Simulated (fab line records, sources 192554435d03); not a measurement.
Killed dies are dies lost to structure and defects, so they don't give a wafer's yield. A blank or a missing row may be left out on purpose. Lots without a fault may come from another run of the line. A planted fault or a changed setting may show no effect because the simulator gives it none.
A struck lot beside a sound one | flow n5_finfet | 25 steps out of a route of 1938
Sound: wafers L386.2, L386.5, L386.6. Struck: wafers L382.1, L382.2, L382.3. The cause comes at the end.
At each step with rows: each side's tool, then ch and its chambers, then its first start. Under that, the readings that differ: sound wafers | struck wafers | difference of the means | sigmas: that difference in standard deviations of wafers without a fault.
alike: readings whose means differ by less than 2 such deviations, and words and numbers that are the same on both sides. not compared: withheld readings, readings that some wafer has no value for, bounds like >300 that may hide the same value, and numbers for which the record gives no deviation and whose values overlap.
The two part at a step that has a row with sigmas, a row that says differs or no value, or rows on one side only. Numbers that don't overlap but have no deviation are shown without sigmas and don't part them. A reading that every wafer of one side lacks parts them only if that side has two wafers or more.

first, 9 steps without rows for these wafers: N5_GATE_CUT_CMP_23 (polishes, stops on SiO2, t overpolish 23.4 s, target thk 16 nm); N5_GATE_CUT_CMP_43 (polishes SiO2); N5_GATE_CUT_CMP_61 (polishes, stops on SiNx, t overpolish 3 s); N5_MOL_CONTACT_COAG_COAT_103 (time 60 s, resist thk 80 nm); N5_MOL_CONTACT_COAG_COAT_104 (time 60 s, resist thk 12 nm); N5_MOL_CONTACT_COAG_COAT_58 (time 60 s, resist thk 10 nm); N5_MOL_CONTACT_COAG_COAT_02 (resist thk 30 nm); N5_MOL_CONTACT_COAG_EBR_04; N5_MOL_CONTACT_COAG_SOFTBAKE_03 (time 60 s).
N5_MOL_CONTACT_COAG_EXPOSE_05: exposes mask CA, defocus 0 nm.
  sound on euv_scanner-02 ch 0, day 10 02:35; struck on euv_scanner-01 ch 0, day 9 07:32
  reading              | sound             | struck            | difference | sigmas
  exposure_dose_mJ_cm2 | 38.07 38.12 38.04 | 38.67 38.63 38.62 | +0.56      | +15
  alike: mask
then, 3 steps without rows for these wafers: N5_MOL_CONTACT_COAG_PEB_06 (peb time 60 s); N5_MOL_CONTACT_COAG_DEVELOP_07 (develop time 30 s); N5_MOL_CONTACT_COAG_DESCUM_13 (chemistry O2, time 7 s).
N5_MOL_CONTACT_COAG_ETCH_59: etches underlayer in N2/H2, target depth 13 nm, time 10.4 s.
  sound on rie_diel-01 ch 0,2,3, day 10 02:56; struck on rie_diel-06 ch 0,1,2, day 9 07:50
  reading                                  | sound | struck      | difference | sigmas
  model.MOL_CONTACT_COAG.cd_offset_nm (nm) | 0 0 0 | 0.2 0.2 0.4 | +0.3       |
  alike: bias_w, chamber_pressure_mTorr, drypump_motor_current_A, etch_rf_on_time_s, oes_product_au, rf_vpp_V, showerhead_plenum_p_Torr, throttle_valve_pct
  not compared: rf_hours_counter_h
then, 7 steps without rows for these wafers: N5_MOL_CONTACT_COAG_ETCH_105 (etches SiARC in CF4, target depth 15.6 nm, time 26 s); N5_MOL_CONTACT_COAG_ETCH_106 (etches SOC in N2/H2, target depth 80 nm, overetch 16 nm, time 120 s); N5_MOL_CONTACT_COAG_STRIP_107 (strips in N2/H2); N5_MOL_CONTACT_COAG_STRIP_108 (strips in N2/H2); N5_MOL_CONTACT_COAG_CONTACT_ETCH_14 (etches SiO2 in C4F6/O2, target depth 27.5 nm, overetch 8.5 nm, time 20 s); N5_MOL_CONTACT_COAG_STRIP_109 (strips in C4F6/O2); N5_MOL_CONTACT_COAG_ETCH_15 (etches SiNx in CH3F/O2, stops on Si:P, target depth 7 nm).
N5_MOL_CONTACT_COAG_ETCH_110: etches Si in CF4/O2, target depth 2.5 nm, time 8 s.
  sound on rie_diel-01 ch 0,2,3, day 10 03:10; struck on rie_diel-06 ch 0,1,2, day 9 08:04
  alike: O2_flow_sccm, bias_w, chamber_pressure_mTorr, drypump_motor_current_A, oes_product_au, rf_vpp_V, showerhead_plenum_p_Torr, throttle_valve_pct
  not compared: rf_hours_counter_h, model.MOL_CONTACT_COAG.cd_offset_nm
then, 1 step without rows for these wafers: N5_MOL_CONTACT_COAG_STRIP_98 (strips in N2/H2).
-- the record jumps here: 3 days lie between the struck wafers' starts before and after (it left off in module MOL_CONTACT_COAG and takes up again in module BEOL_M4, whose first step shown is number 1111 of the route) --
N5_BEOL_M4_RC_MEAS_101:
  sound on prober-01 ch 0, day 13 13:18; struck on prober-01 ch 0, day 12 13:57
  reading       | sound       | struck      | difference | sigmas
  ION_N (uA/um) | 675 680 684 | 666 660 660 | -18        | -2
  alike: DIBL_N, DIBL_P, IOFF_N, IOFF_P, ION_P, SS_N, SS_P, VT_N, VT_P
-- the record jumps here: 4 days lie between the struck wafers' starts before and after (it left off in module BEOL_M4 and takes up again in module PASSIVATION, whose first step shown is number 1936 of the route) --
N5_PASSIVATION_PROBE_49:
  the record has rows for the struck wafers here (prober-01, day 16 14:07) and none for the sound ones

WHERE THEY PART
First at N5_MOL_CONTACT_COAG_EXPOSE_05; last, within this record, at N5_PASSIVATION_PROBE_49.

WHY: what the simulator had put in
Process parameter drift: euv_scanner-01, from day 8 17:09 on, at N5_MOL_CONTACT_COAG_EXPOSE_05. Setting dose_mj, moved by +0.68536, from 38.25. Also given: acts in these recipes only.
